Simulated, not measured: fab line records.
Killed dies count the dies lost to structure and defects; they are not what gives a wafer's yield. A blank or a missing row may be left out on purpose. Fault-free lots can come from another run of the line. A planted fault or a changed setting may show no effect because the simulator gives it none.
Matching of chambers -- flow n5 finfet -- N5_GATE_CUT_SAC_CAP_01 on ald sin-03 has 4 sister chambers
The step material SiNx, target thk 24 nm, pulse time 1 s, ald cycles 480. 4 wafers are shown with their chamber, then 9 later ones without.

## WAFERS PAIRED WITH THEIR CHAMBERS
wafer,chamber,heater power w (W)
L080.2,0,718
L089.6,1,757
L092.5,3,834
L092.6,2,879

## WAFERS MISSING THEIR CHAMBER
wafer,heater power w (W)
L094.4,737
L094.5,714
L094.6,753
L095.1,882
L095.5,747
L095.6,760
L096.1,818
L096.2,724
L096.3,746

## EACH ONE'S CHAMBER
wafer,from the rows above,in truth
L094.4,can't be placed: 0 or 1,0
L094.5,0,0
L094.6,1,1
L095.1,2,2
L095.5,can't be placed: 1 or 0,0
L095.6,1,1
L096.1,3,3
L096.2,0,0
L096.3,can't be placed: 1 or 0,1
Correctly placed: 6 of 9. Can't be placed from these rows: 3 (the true chamber is among the candidates in 3). Placed wrongly: 0.
How it was worked out, from the rows above alone: a wafer's distance from a chamber is the root of the sum, over the readings, of the square of ((its reading less the chamber's mean) divided by the reading's scatter). If the next closest chamber is less than 2 further off than the closest, the wafer can't be placed; otherwise it belongs to the closest. A chamber's mean is the mean of its shown wafers. The scatter: with one shown wafer a chamber, the root of the mean of the squares of how far each hidden wafer lies from its nearest shown one.
